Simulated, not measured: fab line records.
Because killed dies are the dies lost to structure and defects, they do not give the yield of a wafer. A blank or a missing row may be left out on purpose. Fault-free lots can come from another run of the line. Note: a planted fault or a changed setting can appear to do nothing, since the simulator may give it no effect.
Which tool is to blame? / flow n5_finfet / 11 lots with 33 wafers sampled at 2 steps, on a route of 1938 steps

== WHAT THE GAUGES READ, wafer by wafer ==
N5_BEOL_M15_INSPECT_30: inspects for defects (macro).
lot=L642; measured=day 13 10:13; on=defect_inspect-01; raw_defect_count=5 4 1
lot=L640; measured=day 13 12:13; on=defect_inspect-01; raw_defect_count=1 2 0
lot=L643; measured=day 13 18:38; on=defect_inspect-01; raw_defect_count=2 4 2
lot=L644; measured=day 14 03:59; on=defect_inspect-02; raw_defect_count=5 4 3
lot=L645; measured=day 14 14:21; on=defect_inspect-02; raw_defect_count=1 4 2
lot=L646; measured=day 14 14:43; on=defect_inspect-01; raw_defect_count=4 2 3
lot=L651; measured=day 15 03:44; on=defect_inspect-02; raw_defect_count=1 1 0
lot=L655; measured=day 16 12:01; on=defect_inspect-02; raw_defect_count=>300 1 1
lot=L652; measured=day 16 12:53; on=defect_inspect-02; raw_defect_count=4 1 2
lot=L658; measured=day 17 21:40; on=defect_inspect-01; raw_defect_count=1 3 1
lot=L661; measured=day 18 02:07; on=defect_inspect-02; raw_defect_count=4 3 2

== TOOL THAT RAN EACH LOT (tool first, then ch and the chambers of the sampled wafers, then the start) ==
lot=L642; N5_BEOL_M15_STRIP_65=wet_bench-06 ch 2,5,7, day 13 09:06
lot=L640; N5_BEOL_M15_STRIP_65=wet_bench-06 ch 2,4,5, day 13 11:14
lot=L643; N5_BEOL_M15_STRIP_65=wet_bench-05 ch 1,3,5, day 13 17:31
lot=L644; N5_BEOL_M15_STRIP_65=wet_bench-06 ch 2,4,5, day 14 02:43
lot=L645; N5_BEOL_M15_STRIP_65=wet_bench-05 ch 2,5,6, day 14 13:11
lot=L646; N5_BEOL_M15_STRIP_65=wet_bench-04 ch 0,6,7, day 14 13:25
lot=L651; N5_BEOL_M15_STRIP_65=wet_bench-04 ch 2,3,4, day 15 02:41
lot=L655; N5_BEOL_M15_STRIP_65=wet_bench-05 ch 3,4,5, day 16 10:50
lot=L652; N5_BEOL_M15_STRIP_65=wet_bench-06 ch 0,1,7, day 16 11:45
lot=L658; N5_BEOL_M15_STRIP_65=wet_bench-04 ch 2,6,7, day 17 20:33
lot=L661; N5_BEOL_M15_STRIP_65=wet_bench-04 ch 0,1,7, day 18 01:07
- N5_BEOL_M15_STRIP_65: strips in post etch residue remover, time 60 s.

== AS READ BY THE TOOLS THEMSELVES (means over the sampled wafers that have a number; for cases with no such wafer, the mark the record gives instead) ==
The record holds no such reading with a usual standard deviation.

== THE ANSWER, worked out from the rows above alone ==
Rule: the lots themselves supply what counts as usual. Put in order of their means at a reading, lots are off if they are a third of the lots or fewer, leave a main group of 4 or more, and stand apart from it by a gap of 3 or more times the standard deviation of the main group's means; of several such gaps the widest counts. Not used: any main group whose means are identical at the precision the tables above print for the reading. A lot without any number at a reading at which 4 lots or more have one is off too. The other lots that the step has rows for count as sound. After the gauges, taken in route order, come the tools' own readings; for these a lot's mean is taken, as printed above. At the first step where some lot is off, the reading lying furthest off is the one used; lots without a number count as furthest.
Nothing can be told from this: no lot is off at any reading shown.

== WHAT HAD BEEN PUT IN BY THE SIMULATOR ==
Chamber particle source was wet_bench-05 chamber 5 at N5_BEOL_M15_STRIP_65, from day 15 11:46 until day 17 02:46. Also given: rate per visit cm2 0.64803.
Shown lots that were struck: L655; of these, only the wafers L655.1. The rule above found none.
